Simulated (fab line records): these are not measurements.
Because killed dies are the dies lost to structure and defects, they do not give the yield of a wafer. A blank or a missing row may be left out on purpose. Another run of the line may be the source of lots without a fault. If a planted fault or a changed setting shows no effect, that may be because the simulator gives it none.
fab line records :: flow nand_harc
record:
  lots: 6
  wafers: 18
  last_day: 25
route steps=1159 shown A_ONON_D1@426 END@1159
lots that met no fault: taken from a fault-free run of the same line
start_h: hours from the record's opening day to when the first of the lot's shown wafers began :: wait_h: how many hours have passed since the lot's step before this one :: " identical to the entry in the row above :: L1.1+2: a single row standing in for several wafers :: - no value present, or no start provided :: * or withheld: withheld :: < > ~ a bound
route shown NAME@n: names a module that has steps shown in the file, with the first one's number in the route :: usual: mean/standard deviation taken from wafers without a fault :: same: alike in all rows :: chamber/n: place in a boat :: sites: the reading at each site :: _std_site: how widely they spread, as a standard deviation :: _edge_site: the outer-site mean with the inner-site mean subtracted :: radius_mm: for every site, how far away it sits from the centre of the wafer :: mask NAME#n: copy n :: behind: the last tool/chamber to shape the wafer :: hold: cause of the lot's hold/its duration in hours/its outcome :: device: names the non-switching transistor (n, p or np) :: end of line: at the end of the route, the tests of the same wafers :: a step without rows: its recipe alone :: killed: dies lost to structure and defects at the first sort, not the wafer's yield :: map: per-die view of a wafer (x killed, . not killed, _ where there is no die)
set.NAME: the setting the step ran with; set.NAME@STEP: the setting that earlier step ran with :: model.NAME: the simulator's own value behind a step, which no gauge read
lots at selected steps of the route; one table per step, one row per wafer
services: from which hour (start_h, from the record's first day; less than 0 if before it) a tool's chamber was out of use, for how many hours, and why
== steps ==
step: NHARC_A_ONON_D1_DEP_03
recipe:
  target_thk_a: 10000
  n2_flow_sccm: 2750
  n2o_flow_sccm: 2000
  nh3_flow_sccm: 500
  sih4_flow_sccm: 210
  temp_c: 400
step: NHARC_A_ONON_D1_THK_MEAS_05
recipe:
  thk_meas_gauge: ellipsometry
usual:
  thk_nm: 1000/12
lot.wafer: L792.1
tool: film_metro-01
chamber: -
start_h: 178.14
wait_h: -
thk_nm: 1002

lot.wafer: L792.2
tool: film_metro-01
chamber: -
start_h: 178.14
wait_h: -
thk_nm: 1003

lot.wafer: L792.5
tool: film_metro-01
chamber: -
start_h: 178.14
wait_h: -
thk_nm: 1002

lot.wafer: L794.2
tool: film_metro-02
chamber: -
start_h: 178.28
wait_h: -
thk_nm: 1007

lot.wafer: L794.3
tool: film_metro-02
chamber: -
start_h: 178.28
wait_h: -
thk_nm: 1009

lot.wafer: L794.4
tool: film_metro-02
chamber: -
start_h: 178.28
wait_h: -
thk_nm: 1008

lot.wafer: L799.1
tool: film_metro-01
chamber: -
start_h: 216.83
wait_h: -
thk_nm: 1002

lot.wafer: L799.4
tool: film_metro-01
chamber: -
start_h: 216.83
wait_h: -
thk_nm: 1003

lot.wafer: L799.5
tool: film_metro-01
chamber: -
start_h: 216.83
wait_h: -
thk_nm: 1003

lot.wafer: L800.2
tool: film_metro-02
chamber: -
start_h: 226.42
wait_h: -
thk_nm: 992

lot.wafer: L800.4
tool: film_metro-02
chamber: -
start_h: 226.42
wait_h: -
thk_nm: 990

lot.wafer: L800.5
tool: film_metro-02
chamber: -
start_h: 226.42
wait_h: -
thk_nm: 992

lot.wafer: L811.1
tool: film_metro-02
chamber: -
start_h: 276.02
wait_h: -
thk_nm: 1002

lot.wafer: L811.2
tool: film_metro-02
chamber: -
start_h: 276.02
wait_h: -
thk_nm: 1000

lot.wafer: L811.3
tool: film_metro-02
chamber: -
start_h: 276.02
wait_h: -
thk_nm: 1000

lot.wafer: L814.3
tool: film_metro-01
chamber: -
start_h: 298.43
wait_h: -
thk_nm: 1004

lot.wafer: L814.5
tool: film_metro-01
chamber: -
start_h: 298.43
wait_h: -
thk_nm: 1003

lot.wafer: L814.6
tool: film_metro-01
chamber: -
start_h: 298.43
wait_h: -
thk_nm: 1003
step: NHARC_A_ONON_D1_DEP_06
recipe:
  target_thk_a: 10000
  n2_flow_sccm: 2750
  n2o_flow_sccm: 2000
  nh3_flow_sccm: 500
  sih4_flow_sccm: 210
  temp_c: 400
step: NHARC_A_ONON_D1_THK_MEAS_08
recipe:
  thk_meas_gauge: ellipsometry
usual:
  thk_nm: 999/10
lot.wafer: L792.1
tool: film_metro-02
chamber: -
start_h: 178.71
wait_h: -
thk_nm: 998

lot.wafer: L792.2
tool: film_metro-02
chamber: -
start_h: 178.71
wait_h: -
thk_nm: 998

lot.wafer: L792.5
tool: film_metro-02
chamber: -
start_h: 178.71
wait_h: -
thk_nm: 997

lot.wafer: L794.2
tool: film_metro-01
chamber: -
start_h: 178.86
wait_h: -
thk_nm: 1005

lot.wafer: L794.3
tool: film_metro-01
chamber: -
start_h: 178.86
wait_h: -
thk_nm: 1004

lot.wafer: L794.4
tool: film_metro-01
chamber: -
start_h: 178.86
wait_h: -
thk_nm: 1003

lot.wafer: L799.1
tool: film_metro-01
chamber: -
start_h: 217.40
wait_h: -
thk_nm: 1005

lot.wafer: L799.4
tool: film_metro-01
chamber: -
start_h: 217.40
wait_h: -
thk_nm: 1006

lot.wafer: L799.5
tool: film_metro-01
chamber: -
start_h: 217.40
wait_h: -
thk_nm: 1007

lot.wafer: L800.2
tool: film_metro-01
chamber: -
start_h: 226.99
wait_h: -
thk_nm: 1009

lot.wafer: L800.4
tool: film_metro-01
chamber: -
start_h: 226.99
wait_h: -
thk_nm: 1008

lot.wafer: L800.5
tool: film_metro-01
chamber: -
start_h: 226.99
wait_h: -
thk_nm: 1007

lot.wafer: L811.1
tool: film_metro-02
chamber: -
start_h: 276.59
wait_h: -
thk_nm: 1006

lot.wafer: L811.2
tool: film_metro-02
chamber: -
start_h: 276.59
wait_h: -
thk_nm: 1004

lot.wafer: L811.3
tool: film_metro-02
chamber: -
start_h: 276.59
wait_h: -
thk_nm: 1007

lot.wafer: L814.3
tool: film_metro-01
chamber: -
start_h: 299.00
wait_h: -
thk_nm: 995

lot.wafer: L814.5
tool: film_metro-01
chamber: -
start_h: 299.00
wait_h: -
thk_nm: 996

lot.wafer: L814.6
tool: film_metro-01
chamber: -
start_h: 299.00
wait_h: -
thk_nm: 994
step: NHARC_A_ONON_D1_DEP_09
recipe:
  target_thk_a: 10000
  n2_flow_sccm: 2750
  n2o_flow_sccm: 2000
  nh3_flow_sccm: 500
  sih4_flow_sccm: 210
  temp_c: 400
step: NHARC_A_ONON_D1_THK_MEAS_11
recipe:
  thk_meas_gauge: ellipsometry
usual:
  thk_nm: 998/7.8
lot.wafer: L792.1
tool: film_metro-01
chamber: -
start_h: 179.27
wait_h: -
thk_nm: 1017

lot.wafer: L792.2
tool: film_metro-01
chamber: -
start_h: 179.27
wait_h: -
thk_nm: 1017

lot.wafer: L792.5
tool: film_metro-01
chamber: -
start_h: 179.27
wait_h: -
thk_nm: 1017

lot.wafer: L794.2
tool: film_metro-02
chamber: -
start_h: 179.42
wait_h: -
thk_nm: 996

lot.wafer: L794.3
tool: film_metro-02
chamber: -
start_h: 179.42
wait_h: -
thk_nm: 998

lot.wafer: L794.4
tool: film_metro-02
chamber: -
start_h: 179.42
wait_h: -
thk_nm: 996

lot.wafer: L799.1
tool: film_metro-01
chamber: -
start_h: 217.96
wait_h: -
thk_nm: 1009

lot.wafer: L799.4
tool: film_metro-01
chamber: -
start_h: 217.96
wait_h: -
thk_nm: 1011

lot.wafer: L799.5
tool: film_metro-01
chamber: -
start_h: 217.96
wait_h: -
thk_nm: 1010

lot.wafer: L800.2
tool: film_metro-02
chamber: -
start_h: 227.56
wait_h: -
thk_nm: 991

lot.wafer: L800.4
tool: film_metro-02
chamber: -
start_h: 227.56
wait_h: -
thk_nm: 988

lot.wafer: L800.5
tool: film_metro-02
chamber: -
start_h: 227.56
wait_h: -
thk_nm: 990

lot.wafer: L811.1
tool: film_metro-02
chamber: -
start_h: 277.16
wait_h: -
thk_nm: 998

lot.wafer: L811.2
tool: film_metro-02
chamber: -
start_h: 277.16
wait_h: -
thk_nm: 1000

lot.wafer: L811.3
tool: film_metro-02
chamber: -
start_h: 277.16
wait_h: -
thk_nm: 1001

lot.wafer: L814.3
tool: film_metro-01
chamber: -
start_h: 299.57
wait_h: -
thk_nm: 1004

lot.wafer: L814.5
tool: film_metro-01
chamber: -
start_h: 299.57
wait_h: -
thk_nm: 1007

lot.wafer: L814.6
tool: film_metro-01
chamber: -
start_h: 299.57
wait_h: -
thk_nm: 1005
step: NHARC_A_ONON_D1_DEP_12
recipe:
  target_thk_a: 10000
  n2_flow_sccm: 2750
  n2o_flow_sccm: 2000
  nh3_flow_sccm: 500
  sih4_flow_sccm: 210
  temp_c: 400
step: NHARC_A_ONON_D1_THK_MEAS_14
recipe:
  thk_meas_gauge: ellipsometry
usual:
  thk_nm: 1001/8.4
lot.wafer: L792.1
tool: film_metro-02
chamber: -
start_h: 179.83
wait_h: -
thk_nm: 1012

lot.wafer: L792.2
tool: film_metro-02
chamber: -
start_h: 179.83
wait_h: -
thk_nm: 1013

lot.wafer: L792.5
tool: film_metro-02
chamber: -
start_h: 179.83
wait_h: -
thk_nm: 1011

lot.wafer: L794.2
tool: film_metro-01
chamber: -
start_h: 179.99
wait_h: -
thk_nm: 1003

lot.wafer: L794.3
tool: film_metro-01
chamber: -
start_h: 179.99
wait_h: -
thk_nm: 1005

lot.wafer: L794.4
tool: film_metro-01
chamber: -
start_h: 179.99
wait_h: -
thk_nm: 1007

lot.wafer: L799.1
tool: film_metro-01
chamber: -
start_h: 218.53
wait_h: -
thk_nm: 1002

lot.wafer: L799.4
tool: film_metro-01
chamber: -
start_h: 218.53
wait_h: -
thk_nm: 1002

lot.wafer: L799.5
tool: film_metro-01
chamber: -
start_h: 218.53
wait_h: -
thk_nm: 1003

lot.wafer: L800.2
tool: film_metro-01
chamber: -
start_h: 228.12
wait_h: -
thk_nm: 986

lot.wafer: L800.4
tool: film_metro-01
chamber: -
start_h: 228.12
wait_h: -
thk_nm: 986

lot.wafer: L800.5
tool: film_metro-01
chamber: -
start_h: 228.12
wait_h: -
thk_nm: 986

lot.wafer: L811.1
tool: film_metro-01
chamber: -
start_h: 277.73
wait_h: -
thk_nm: 1000

lot.wafer: L811.2
tool: film_metro-01
chamber: -
start_h: 277.73
wait_h: -
thk_nm: 999

lot.wafer: L811.3
tool: film_metro-01
chamber: -
start_h: 277.73
wait_h: -
thk_nm: 1000

lot.wafer: L814.3
tool: film_metro-02
chamber: -
start_h: 300.13
wait_h: -
thk_nm: 1005

lot.wafer: L814.5
tool: film_metro-02
chamber: -
start_h: 300.13
wait_h: -
thk_nm: 1005

lot.wafer: L814.6
tool: film_metro-02
chamber: -
start_h: 300.13
wait_h: -
thk_nm: 1005
step: NHARC_A_ONON_D1_ANNEAL_15
recipe:
  temp_c: 750
  time_s: 3600
step: NHARC_A_ONON_D1_DEP_16
recipe:
  target_thk_a: 10000
  n2_flow_sccm: 2750
  n2o_flow_sccm: 2000
  nh3_flow_sccm: 500
  sih4_flow_sccm: 210
  temp_c: 400
step: NHARC_A_ONON_D1_THK_MEAS_18
recipe:
  thk_meas_gauge: ellipsometry
usual:
  thk_nm: 1002/10
lot.wafer: L794.2
tool: film_metro-02
chamber: -
start_h: 186.95
wait_h: -
thk_nm: 1005

lot.wafer: L794.3
tool: film_metro-02
chamber: -
start_h: 186.95
wait_h: -
thk_nm: 1003

lot.wafer: L794.4
tool: film_metro-02
chamber: -
start_h: 186.95
wait_h: -
thk_nm: 1005

lot.wafer: L792.1
tool: film_metro-02
chamber: -
start_h: 187.30
wait_h: -
thk_nm: 1004

lot.wafer: L792.2
tool: film_metro-02
chamber: -
start_h: 187.30
wait_h: -
thk_nm: 1003

lot.wafer: L792.5
tool: film_metro-02
chamber: -
start_h: 187.30
wait_h: -
thk_nm: 1002

lot.wafer: L799.1
tool: film_metro-02
chamber: -
start_h: 229.42
wait_h: -
thk_nm: 1002

lot.wafer: L799.4
tool: film_metro-02
chamber: -
start_h: 229.42
wait_h: -
thk_nm: 1003

lot.wafer: L799.5
tool: film_metro-02
chamber: -
start_h: 229.42
wait_h: -
thk_nm: 1003

lot.wafer: L800.2
tool: film_metro-02
chamber: -
start_h: 235.26
wait_h: -
thk_nm: 991

lot.wafer: L800.4
tool: film_metro-02
chamber: -
start_h: 235.26
wait_h: -
thk_nm: 990

lot.wafer: L800.5
tool: film_metro-02
chamber: -
start_h: 235.26
wait_h: -
thk_nm: 990

lot.wafer: L811.1
tool: film_metro-02
chamber: -
start_h: 284.84
wait_h: -
thk_nm: 997

lot.wafer: L811.2
tool: film_metro-02
chamber: -
start_h: 284.84
wait_h: -
thk_nm: 997

lot.wafer: L811.3
tool: film_metro-02
chamber: -
start_h: 284.84
wait_h: -
thk_nm: 995

lot.wafer: L814.3
tool: film_metro-02
chamber: -
start_h: 307.26
wait_h: -
thk_nm: 1000

lot.wafer: L814.5
tool: film_metro-02
chamber: -
start_h: 307.26
wait_h: -
thk_nm: 997

lot.wafer: L814.6
tool: film_metro-02
chamber: -
start_h: 307.26
wait_h: -
thk_nm: 1001
step: NHARC_A_ONON_D1_DEP_19
recipe:
  target_thk_a: 10000
  n2_flow_sccm: 2750
  n2o_flow_sccm: 2000
  nh3_flow_sccm: 500
  sih4_flow_sccm: 210
  temp_c: 400
usual:
  susceptor_temp_C: 400.02/0.21
lot.wafer: L794.2
tool: pecvd_onon-01
chamber: 0
start_h: 187.20
wait_h: 0.2
susceptor_temp_C: 400.10

lot.wafer: L794.3
tool: pecvd_onon-01
chamber: 0
start_h: 187.20
wait_h: 0.2
susceptor_temp_C: 400.15

lot.wafer: L794.4
tool: pecvd_onon-01
chamber: 0
start_h: 187.20
wait_h: 0.2
susceptor_temp_C: 399.72

lot.wafer: L792.1
tool: pecvd_onon-02
chamber: 0
start_h: 187.49
wait_h: 0.2
susceptor_temp_C: 400.38

lot.wafer: L792.2
tool: pecvd_onon-02
chamber: 0
start_h: 187.49
wait_h: 0.2
susceptor_temp_C: 400.29

lot.wafer: L792.5
tool: pecvd_onon-02
chamber: 0
start_h: 187.49
wait_h: 0.2
susceptor_temp_C: 400.05

lot.wafer: L799.1
tool: pecvd_onon-02
chamber: 0
start_h: 229.48
wait_h: 0.1
susceptor_temp_C: 399.57

lot.wafer: L799.4
tool: pecvd_onon-02
chamber: 0
start_h: 229.48
wait_h: 0.1
susceptor_temp_C: 399.72

lot.wafer: L799.5
tool: pecvd_onon-02
chamber: 0
start_h: 229.48
wait_h: 0.1
susceptor_temp_C: 399.96

lot.wafer: L800.2
tool: pecvd_onon-02
chamber: 0
start_h: 235.37
wait_h: 0.1
susceptor_temp_C: 399.88

lot.wafer: L800.4
tool: pecvd_onon-02
chamber: 0
start_h: 235.37
wait_h: 0.1
susceptor_temp_C: 399.71

lot.wafer: L800.5
tool: pecvd_onon-02
chamber: 0
start_h: 235.37
wait_h: 0.1
susceptor_temp_C: 399.49

lot.wafer: L811.1
tool: pecvd_onon-03
chamber: 0
start_h: 284.90
wait_h: 0.1
susceptor_temp_C: 400.04

lot.wafer: L811.2
tool: pecvd_onon-03
chamber: 0
start_h: 284.90
wait_h: 0.1
susceptor_temp_C: 399.76

lot.wafer: L811.3
tool: pecvd_onon-03
chamber: 0
start_h: 284.90
wait_h: 0.1
susceptor_temp_C: 400.34

lot.wafer: L814.3
tool: pecvd_onon-01
chamber: 0
start_h: 307.43
wait_h: 0.2
susceptor_temp_C: 399.91

lot.wafer: L814.5
tool: pecvd_onon-01
chamber: 0
start_h: 307.43
wait_h: 0.2
susceptor_temp_C: 400.38

lot.wafer: L814.6
tool: pecvd_onon-01
chamber: 0
start_h: 307.43
wait_h: 0.2
susceptor_temp_C: 400.19
step: NHARC_A_ONON_D1_THK_MEAS_21
recipe:
  thk_meas_gauge: ellipsometry
usual:
  thk_nm: 1000/10
lot.wafer: L794.2
tool: film_metro-02
chamber: -
start_h: 187.67
wait_h: -
thk_nm: 1003

lot.wafer: L794.3
tool: film_metro-02
chamber: -
start_h: 187.67
wait_h: -
thk_nm: 1002

lot.wafer: L794.4
tool: film_metro-02
chamber: -
start_h: 187.67
wait_h: -
thk_nm: 1003

lot.wafer: L792.1
tool: film_metro-01
chamber: -
start_h: 188.00
wait_h: -
thk_nm: 1008

lot.wafer: L792.2
tool: film_metro-01
chamber: -
start_h: 188.00
wait_h: -
thk_nm: 1008

lot.wafer: L792.5
tool: film_metro-01
chamber: -
start_h: 188.00
wait_h: -
thk_nm: 1006

lot.wafer: L799.1
tool: film_metro-02
chamber: -
start_h: 229.99
wait_h: -
thk_nm: 748

lot.wafer: L799.4
tool: film_metro-02
chamber: -
start_h: 229.99
wait_h: -
thk_nm: 991

lot.wafer: L799.5
tool: film_metro-02
chamber: -
start_h: 229.99
wait_h: -
thk_nm: 992

lot.wafer: L800.2
tool: film_metro-02
chamber: -
start_h: 235.83
wait_h: -
thk_nm: 750

lot.wafer: L800.4
tool: film_metro-02
chamber: -
start_h: 235.83
wait_h: -
thk_nm: 993

lot.wafer: L800.5
tool: film_metro-02
chamber: -
start_h: 235.83
wait_h: -
thk_nm: 993

lot.wafer: L811.1
tool: film_metro-01
chamber: -
start_h: 285.41
wait_h: -
thk_nm: 989

lot.wafer: L811.2
tool: film_metro-01
chamber: -
start_h: 285.41
wait_h: -
thk_nm: 990

lot.wafer: L811.3
tool: film_metro-01
chamber: -
start_h: 285.41
wait_h: -
thk_nm: 990

lot.wafer: L814.3
tool: film_metro-02
chamber: -
start_h: 307.82
wait_h: -
thk_nm: 994

lot.wafer: L814.5
tool: film_metro-02
chamber: -
start_h: 307.82
wait_h: -
thk_nm: 994

lot.wafer: L814.6
tool: film_metro-02
chamber: -
start_h: 307.82
wait_h: -
thk_nm: 994
step: NHARC_A_ONON_D1_DEP_22
recipe:
  target_thk_a: 10000
  n2_flow_sccm: 2750
  n2o_flow_sccm: 2000
  nh3_flow_sccm: 500
  sih4_flow_sccm: 210
  temp_c: 400
step: NHARC_END_SORT_01
recipe:
  temp_c: 25
usual:
  killed_at_array: 29/10
  killed_at_other: 0.7/1.1
  killed_at_periphery: 3.2/2.2
  killed_dies: 33/11
  killed_open: 3.5/1.8
  killed_short: 2.0/1.4
same:
  gross_dies: 677
lot.wafer: L792.1
tool: prober-02
chamber: 0
start_h: 474.75
wait_h: 2.5
killed_at_array: 36
killed_at_other: 0
killed_at_periphery: 7
killed_dies: 43
killed_open: 3
killed_short: 3

lot.wafer: L792.2
tool: prober-02
chamber: 0
start_h: 475.54
wait_h: 2.8
killed_at_array: 45
killed_at_other: 1
killed_at_periphery: 6
killed_dies: 52
killed_open: 5
killed_short: 5

lot.wafer: L792.5
tool: prober-02
chamber: 0
start_h: 477.93
wait_h: 3.7
killed_at_array: 26
killed_at_other: 0
killed_at_periphery: 5
killed_dies: 31
killed_open: 2
killed_short: 2

lot.wafer: L794.2
tool: prober-01
chamber: 0
start_h: 490.97
wait_h: 2.8
killed_at_array: 30
killed_at_other: 0
killed_at_periphery: 2
killed_dies: 32
killed_open: 8
killed_short: 3

lot.wafer: L794.3
tool: prober-01
chamber: 0
start_h: 491.79
wait_h: 3.1
killed_at_array: 28
killed_at_other: 0
killed_at_periphery: 0
killed_dies: 28
killed_open: 3
killed_short: 0

lot.wafer: L794.4
tool: prober-01
chamber: 0
start_h: 492.60
wait_h: 3.5
killed_at_array: 32
killed_at_other: 0
killed_at_periphery: 2
killed_dies: 34
killed_open: 2
killed_short: 1

lot.wafer: L799.1
tool: prober-02
chamber: 0
start_h: 498.24
wait_h: 2.5
killed_at_array: 672
killed_at_other: 1
killed_at_periphery: 4
killed_dies: 677
killed_open: 2
killed_short: 1

lot.wafer: L799.4
tool: prober-02
chamber: 0
start_h: 500.64
wait_h: 3.4
killed_at_array: 41
killed_at_other: 1
killed_at_periphery: 1
killed_dies: 43
killed_open: 6
killed_short: 2

lot.wafer: L799.5
tool: prober-02
chamber: 0
start_h: 501.44
wait_h: 3.7
killed_at_array: 28
killed_at_other: 0
killed_at_periphery: 7
killed_dies: 35
killed_open: 0
killed_short: 4

lot.wafer: L800.2
tool: prober-01
chamber: 0
start_h: 514.48
wait_h: 2.8
killed_at_array: 673
killed_at_other: 1
killed_at_periphery: 3
killed_dies: 677
killed_open: 2
killed_short: 2

lot.wafer: L800.4
tool: prober-01
chamber: 0
start_h: 516.11
wait_h: 3.4
killed_at_array: 13
killed_at_other: 1
killed_at_periphery: 5
killed_dies: 19
killed_open: 7
killed_short: 1

lot.wafer: L800.5
tool: prober-01
chamber: 0
start_h: 516.93
wait_h: 3.8
killed_at_array: 16
killed_at_other: 0
killed_at_periphery: 4
killed_dies: 20
killed_open: 5
killed_short: 3
killed by level:class
L792.1 A_CHANNEL_HOLE_D1:chamber_film_flake=12 A_SLIT:chamber_film_flake=9 P_STI:chamber_film_flake=5 A_CONTACT:chamber_film_flake=4 A_WL_FILL:chamber_film_flake=3 A_ONON_D1:geometric_particle:short=1 A_ONON_D1:geometric_particle:open=1 A_WL_FILL:geometric_particle:open=1
L792.2 A_CHANNEL_HOLE_D1:chamber_film_flake=17 A_SLIT:chamber_film_flake=12 A_WL_FILL:chamber_film_flake=4 A_CONTACT:chamber_film_flake=3 A_STAIRCASE:chamber_film_flake=2 P_CONTACT:geometric_particle:open=1 P_M0:geometric_particle:open=1 P_M0:geometric_particle:short=1
L792.5 A_CHANNEL_HOLE_D1:chamber_film_flake=11 A_SLIT:chamber_film_flake=6 A_STAIRCASE:chamber_film_flake=4 P_STI:chamber_film_flake=3 A_M0:geometric_particle:open=2 A_SGD_CUT:geometric_particle:short=1 A_M0:geometric_particle:short=1 P_ZERO_WELL:chamber_film_flake=1
L794.2 A_SLIT:chamber_film_flake=10 A_STAIRCASE:chamber_film_flake=4 A_CONTACT:geometric_particle:open=3 A_BLC:geometric_particle:open=2 A_CHANNEL_HOLE_D1:chamber_film_flake=2 A_M1:chamber_film_flake=2 P_GATE:geometric_particle:short=1 P_CONTACT:geometric_particle:short=1
L794.3 A_SLIT:chamber_film_flake=11 A_CHANNEL_HOLE_D1:chamber_film_flake=5 A_STAIRCASE:chamber_film_flake=3 A_CONTACT:chamber_film_flake=3 A_M1:chamber_film_flake=3 A_ONON_D1:geometric_particle:open=1 A_CHANNEL_FILL_D1:geometric_particle:open=1 A_M0:geometric_particle:open=1
L794.4 A_SLIT:chamber_film_flake=10 A_CHANNEL_HOLE_D1:chamber_film_flake=5 A_SGD_CUT:chamber_film_flake=5 A_STAIRCASE:chamber_film_flake=4 A_ZERO_WELL:chamber_film_flake=2 A_M1:chamber_film_flake=2 P_CONTACT:geometric_particle:short=1 A_CONTACT:geometric_particle:open=1
L799.1 A_ONON_D1:area_dep=643 A_SLIT:chamber_film_flake=9 A_STAIRCASE:chamber_film_flake=7 A_CHANNEL_HOLE_D1:chamber_film_flake=4 P_STI:chamber_film_flake=3 A_CONTACT:chamber_film_flake=3 A_WL_FILL:chamber_film_flake=2 A_BONDPAD:chamber_film_flake=2
L799.4 A_SLIT:chamber_film_flake=23 A_CHANNEL_HOLE_D1:chamber_film_flake=4 A_BONDPAD:chamber_film_flake=4 A_CONTACT:geometric_particle:open=3 A_WL_FILL:chamber_film_flake=2 P_GATE:geometric_particle:open=1 A_ONON_D1:geometric_particle:open=1 A_ONON_D1:geometric_particle:short=1
L799.5 A_SLIT:chamber_film_flake=10 A_STAIRCASE:chamber_film_flake=6 A_BONDPAD:chamber_film_flake=4 P_M0:chamber_film_flake=4 A_CHANNEL_HOLE_D1:chamber_film_flake=4 P_STI:chamber_film_flake=2 P_STI:geometric_particle:short=1 A_WL_FILL:geometric_particle:short=1
L800.2 A_ONON_D1:area_dep=660 A_CHANNEL_HOLE_D1:chamber_film_flake=5 P_M0:chamber_film_flake=2 A_CONTACT:chamber_film_flake=2 A_WL_FILL:geometric_particle:short=1 A_CONTACT:geometric_particle:open=1 A_CONTACT:geometric_particle:short=1 A_M0:geometric_particle:open=1
L800.4 A_STAIRCASE:chamber_film_flake=3 A_CONTACT:geometric_particle:open=2 A_M0:geometric_particle:open=2 P_GATE:chamber_film_flake=2 A_CONTACT:chamber_film_flake=2 P_CONTACT:geometric_particle:open=1 P_M1:geometric_particle:open=1 A_BLC:geometric_particle:open=1
L800.5 A_CONTACT:chamber_film_flake=5 A_CONTACT:geometric_particle:open=3 P_GATE:chamber_film_flake=2 A_WL_FILL:chamber_film_flake=2 P_GATE:geometric_particle:short=1 A_CHANNEL_HOLE_D1:geometric_particle:open=1 A_CHANNEL_FILL_D1:geometric_particle:short=1 A_WL_FILL:geometric_particle:short=1
map L799.1 (x killed, . not)
____________x____________
_________xxxxxxx_________
_______xxxxxxxxxxx_______
______xxxxxxxxxxxxx______
_____xxxxxxxxxxxxxxx_____
____xxxxxxxxxxxxxxxxx____
____xxxxxxxxxxxxxxxxx____
___xxxxxxxxxxxxxxxxxxx___
___xxxxxxxxxxxxxxxxxxx___
__xxxxxxxxxxxxxxxxxxxxx__
__xxxxxxxxxxxxxxxxxxxxx__
_xxxxxxxxxxxxxxxxxxxxxxx_
_xxxxxxxxxxxxxxxxxxxxxxx_
_xxxxxxxxxxxxxxxxxxxxxxx_
_xxxxxxxxxxxxxxxxxxxxxxx_
_xxxxxxxxxxxxxxxxxxxxxxx_
xxxxxxxxxxxxxxxxxxxxxxxxx
xxxxxxxxxxxxxxxxxxxxxxxxx
xxxxxxxxxxxxxxxxxxxxxxxxx
xxxxxxxxxxxxxxxxxxxxxxxxx
xxxxxxxxxxxxxxxxxxxxxxxxx
_xxxxxxxxxxxxxxxxxxxxxxx_
_xxxxxxxxxxxxxxxxxxxxxxx_
_xxxxxxxxxxxxxxxxxxxxxxx_
_xxxxxxxxxxxxxxxxxxxxxxx_
_xxxxxxxxxxxxxxxxxxxxxxx_
__xxxxxxxxxxxxxxxxxxxxx__
__xxxxxxxxxxxxxxxxxxxxx__
___xxxxxxxxxxxxxxxxxxx___
___xxxxxxxxxxxxxxxxxxx___
____xxxxxxxxxxxxxxxxx____
____xxxxxxxxxxxxxxxxx____
_____xxxxxxxxxxxxxxx_____
______xxxxxxxxxxxxx______
_______xxxxxxxxxxx_______
_________xxxxxxx_________
____________x____________
map L800.2 (x killed, . not)
____________x____________
_________xxxxxxx_________
_______xxxxxxxxxxx_______
______xxxxxxxxxxxxx______
_____xxxxxxxxxxxxxxx_____
____xxxxxxxxxxxxxxxxx____
____xxxxxxxxxxxxxxxxx____
___xxxxxxxxxxxxxxxxxxx___
___xxxxxxxxxxxxxxxxxxx___
__xxxxxxxxxxxxxxxxxxxxx__
__xxxxxxxxxxxxxxxxxxxxx__
_xxxxxxxxxxxxxxxxxxxxxxx_
_xxxxxxxxxxxxxxxxxxxxxxx_
_xxxxxxxxxxxxxxxxxxxxxxx_
_xxxxxxxxxxxxxxxxxxxxxxx_
_xxxxxxxxxxxxxxxxxxxxxxx_
xxxxxxxxxxxxxxxxxxxxxxxxx
xxxxxxxxxxxxxxxxxxxxxxxxx
xxxxxxxxxxxxxxxxxxxxxxxxx
xxxxxxxxxxxxxxxxxxxxxxxxx
xxxxxxxxxxxxxxxxxxxxxxxxx
_xxxxxxxxxxxxxxxxxxxxxxx_
_xxxxxxxxxxxxxxxxxxxxxxx_
_xxxxxxxxxxxxxxxxxxxxxxx_
_xxxxxxxxxxxxxxxxxxxxxxx_
_xxxxxxxxxxxxxxxxxxxxxxx_
__xxxxxxxxxxxxxxxxxxxxx__
__xxxxxxxxxxxxxxxxxxxxx__
___xxxxxxxxxxxxxxxxxxx___
___xxxxxxxxxxxxxxxxxxx___
____xxxxxxxxxxxxxxxxx____
____xxxxxxxxxxxxxxxxx____
_____xxxxxxxxxxxxxxx_____
______xxxxxxxxxxxxx______
_______xxxxxxxxxxx_______
_________xxxxxxx_________
____________x____________
== services ==
tool: pecvd_onon-01
chamber: -
start_h: 195.22
hours: 13.0
kind: pm

tool: pecvd_onon-03
chamber: -
start_h: 212.82
hours: 20.0
kind: repair

tool: pecvd_onon-02
chamber: -
start_h: 292.13
hours: 13.0
kind: pm
== key ==
first_sign:
  step: NHARC_A_ONON_D1_THK_MEAS_21
  reading: thk_nm
  direction: down
  sigmas: 25
  usual: 1000
  struck: 749
effect:
  step: NHARC_END_SORT_01
  reading: killed_at_array
  direction: up
  sigmas: 63
  usual: 29
  struck: 672
more_kills_born_at:
  NHARC_A_ONON_D1_DEP_19@pecvd_onon-02: 1303
met_at NHARC_A_ONON_D1_DEP_19
struck_wafers L799.1,L800.2
later_rows_left_out L799.1,L800.2
tester_left_out L799,L800
onset_between 187.49 229.48
fault:
  kind: process_parameter_drift
  tool: pecvd_onon-02
  chamber: -
  onset_h: 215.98
  steps: NHARC_A_ONON_D1_DEP_19
  channel: target_thk_a
  offset: *
  shape: step
  end_h: 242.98
  scope: struck_wafers_only
  acts_in: *
  stated: *
tester_left_out: of these lots the tester's yield and bins aren't shown, on N5 and GAA mostly nor the transistor test; their killed dies are dies lost to structure and defects alone, not to doping, threshold or leakage, so they don't give the yield
later_rows_left_out: the simulator's readings of these wafers behind a module that went badly wrong aren't trusted and aren't shown, but for the sort
